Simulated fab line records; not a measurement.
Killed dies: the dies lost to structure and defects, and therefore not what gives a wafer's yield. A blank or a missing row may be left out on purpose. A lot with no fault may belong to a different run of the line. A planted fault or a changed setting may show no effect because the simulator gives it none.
Matching of chambers / flow nandHarc / rieDiel-09 running NHARC_A_STAIRCASE_ETCH_444: 3 sister chambers
The step etches the open film in C4F8/O2, target depth 10200 nm, time 3400 s. 16 wafers are shown with their chamber, then 6 later ones without.

WAFERS WITH THEIR CHAMBER
wafer=L077.1; chamber=2; oesProductAu (a.u.)=0.930; rfVppV (V)=808
wafer=L077.2; chamber=3; oesProductAu (a.u.)=0.919; rfVppV (V)=809
wafer=L077.3; chamber=1; oesProductAu (a.u.)=0.920; rfVppV (V)=808
wafer=L078.2; chamber=2; oesProductAu (a.u.)=0.932; rfVppV (V)=807
wafer=L078.4; chamber=1; oesProductAu (a.u.)=0.915; rfVppV (V)=810
wafer=L078.6; chamber=2; oesProductAu (a.u.)=0.932; rfVppV (V)=809
wafer=L082.1; chamber=3; oesProductAu (a.u.)=0.928; rfVppV (V)=808
wafer=L082.2; chamber=1; oesProductAu (a.u.)=0.914; rfVppV (V)=811
wafer=L082.3; chamber=1; oesProductAu (a.u.)=0.926; rfVppV (V)=810
wafer=L084.2; chamber=3; oesProductAu (a.u.)=0.923; rfVppV (V)=806
wafer=L084.3; chamber=3; oesProductAu (a.u.)=0.925; rfVppV (V)=808
wafer=L084.5; chamber=1; oesProductAu (a.u.)=0.918; rfVppV (V)=810
wafer=L080.1; chamber=1; oesProductAu (a.u.)=0.916; rfVppV (V)=810
wafer=L080.2; chamber=3; oesProductAu (a.u.)=0.922; rfVppV (V)=806
wafer=L080.4; chamber=1; oesProductAu (a.u.)=0.927; rfVppV (V)=810
wafer=L090.3; chamber=3; oesProductAu (a.u.)=0.923; rfVppV (V)=809

SIGNATURES (averages over the wafers above)
reading=oesProductAu; chamber 1=0.91943; chamber 2=0.93133; chamber 3=0.92333; scatter within a chamber=0.00404
reading=rfVppV; chamber 1=809.86; chamber 2=808.00; chamber 3=807.67; scatter within a chamber=1.12
Rule: a wafer lies at a distance from a chamber equal to the root of the sum of squares, over the readings, of (its reading less the chamber's mean, divided by the reading's scatter). If the next closest chamber is less than 2 further off than the closest, the wafer can't be placed; otherwise it belongs to the closest. The scatter is the square root of a quotient: the sum, over the shown wafers, of each reading's squared deviation from its chamber's mean, divided by wafers minus chambers.

WAFERS WHOSE CHAMBER IS MISSING
wafer=L090.4; oesProductAu (a.u.)=0.918; rfVppV (V)=808
wafer=L090.5; oesProductAu (a.u.)=0.922; rfVppV (V)=807
wafer=L093.1; oesProductAu (a.u.)=0.916; rfVppV (V)=810
wafer=L093.3; oesProductAu (a.u.)=0.924; rfVppV (V)=807
wafer=L095.1; oesProductAu (a.u.)=0.914; rfVppV (V)=808
wafer=L095.5; oesProductAu (a.u.)=0.918; rfVppV (V)=807

CHAMBER TAKEN BY EACH
wafer=L090.4; from the rows above=can't be placed: 3 or 1 or 2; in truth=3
wafer=L090.5; from the rows above=can't be placed: 3 or 2 or 1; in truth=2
wafer=L093.1; from the rows above=can't be placed: 1 or 3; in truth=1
wafer=L093.3; from the rows above=can't be placed: 3 or 2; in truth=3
wafer=L095.1; from the rows above=can't be placed: 1 or 3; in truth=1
wafer=L095.5; from the rows above=can't be placed: 3 or 1 or 2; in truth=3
0 of 6 placed correctly. Can't be placed from these rows: 6 (the true chamber is among the candidates in 6). Placed wrongly: 0.
